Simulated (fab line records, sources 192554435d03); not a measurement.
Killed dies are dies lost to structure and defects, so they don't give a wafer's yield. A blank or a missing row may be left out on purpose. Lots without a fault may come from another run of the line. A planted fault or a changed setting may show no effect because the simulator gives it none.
Chamber matching | flow n5_finfet | N5_HKMG_FIN_ETCH_55 on rie_diel-05: 4 sister chambers
The step etches SOC in N2/H2, target depth 240 nm, time 300 s. 22 wafers are shown with their chamber, then 11 later ones without.

WAFERS WITH THEIR CHAMBER
wafer  | chamber | showerhead_plenum_p_Torr (Torr) | oes_product_au (a.u.) | throttle_valve_pct (%)
L075.1 | 1       | 2.55                            | 0.69                  | 17.6
L075.2 | 2       | 2.48                            | 0.88                  | 17.4
L075.3 | 0       | 2.44                            | 0.81                  | 17.4
L075.4 | 3       | 2.62                            | 0.71                  | 17.7
L075.5 | 2       | 2.48                            | 0.87                  | 17.4
L075.6 | 3       | 2.62                            | 0.72                  | 17.7
L079.1 | 2       | 2.48                            | 0.87                  | 17.4
L079.3 | 0       | 2.43                            | 0.81                  | 17.5
L079.4 | 3       | 2.61                            | 0.72                  | 17.8
L081.1 | 2       | 2.48                            | 0.87                  | 17.4
L081.2 | 1       | 2.54                            | 0.69                  | 17.6
L081.3 | 3       | 2.61                            | 0.71                  | 17.8
L081.4 | 0       | 2.43                            | 0.82                  | 17.5
L081.5 | 3       | 2.61                            | 0.72                  | 17.8
L081.6 | 2       | 2.48                            | 0.87                  | 17.4
L082.2 | 0       | 2.43                            | 0.80                  | 17.5
L082.3 | 1       | 2.54                            | 0.68                  | 17.6
L082.6 | 0       | 2.43                            | 0.81                  | 17.5
L084.1 | 3       | 2.61                            | 0.71                  | 17.8
L084.4 | 1       | 2.54                            | 0.68                  | 17.6
L084.6 | 2       | 2.48                            | 0.86                  | 17.4
L088.1 | 1       | 2.54                            | 0.68                  | 17.7

SIGNATURES (means of the wafers above)
reading                  | chamber 0 | chamber 1 | chamber 2 | chamber 3 | scatter within a chamber
showerhead_plenum_p_Torr | 2.4320    | 2.5420    | 2.4800    | 2.6133    | 0.00404
oes_product_au           | 0.8100    | 0.6840    | 0.8700    | 0.7150    | 0.0061
throttle_valve_pct       | 17.480    | 17.620    | 17.400    | 17.767    | 0.0404
Rule: a wafer's distance from a chamber is the root of the sum, over the readings, of the square of ((its reading less the chamber's mean) divided by the reading's scatter). The wafer belongs to the nearest chamber; if the next one is less than 2 further off, it can't be placed. The scatter: the root of (the sum of the squares of (reading less its chamber's mean) over the shown wafers, divided by (wafers less chambers)).

WAFERS WITHOUT THEIR CHAMBER
wafer  | showerhead_plenum_p_Torr (Torr) | oes_product_au (a.u.) | throttle_valve_pct (%)
L088.2 | 2.61                            | 0.71                  | 17.8
L088.3 | 2.47                            | 0.84                  | 17.5
L088.4 | 2.43                            | 0.80                  | 17.5
L088.5 | 2.43                            | 0.80                  | 17.5
L088.6 | 2.54                            | 0.68                  | 17.6
L090.1 | 2.47                            | 0.84                  | 17.5
L090.2 | 2.42                            | 0.80                  | 17.5
L090.6 | 2.61                            | 0.71                  | 17.8
L095.1 | 2.60                            | 0.70                  | 17.8
L095.2 | 2.53                            | 0.68                  | 17.7
L095.4 | 2.42                            | 0.79                  | 17.5

WHICH CHAMBER EACH WENT THROUGH
wafer  | from the rows above | in truth
L088.2 | 3                   | 3
L088.3 | 2                   | 2
L088.4 | 0                   | 0
L088.5 | 0                   | 0
L088.6 | 1                   | 1
L090.1 | 2                   | 2
L090.2 | 0                   | 0
L090.6 | 3                   | 3
L095.1 | 3                   | 3
L095.2 | 1                   | 1
L095.4 | 0                   | 0
Placed correctly: 11 of 11. Can't be placed from these rows: 0. Placed wrongly: 0.
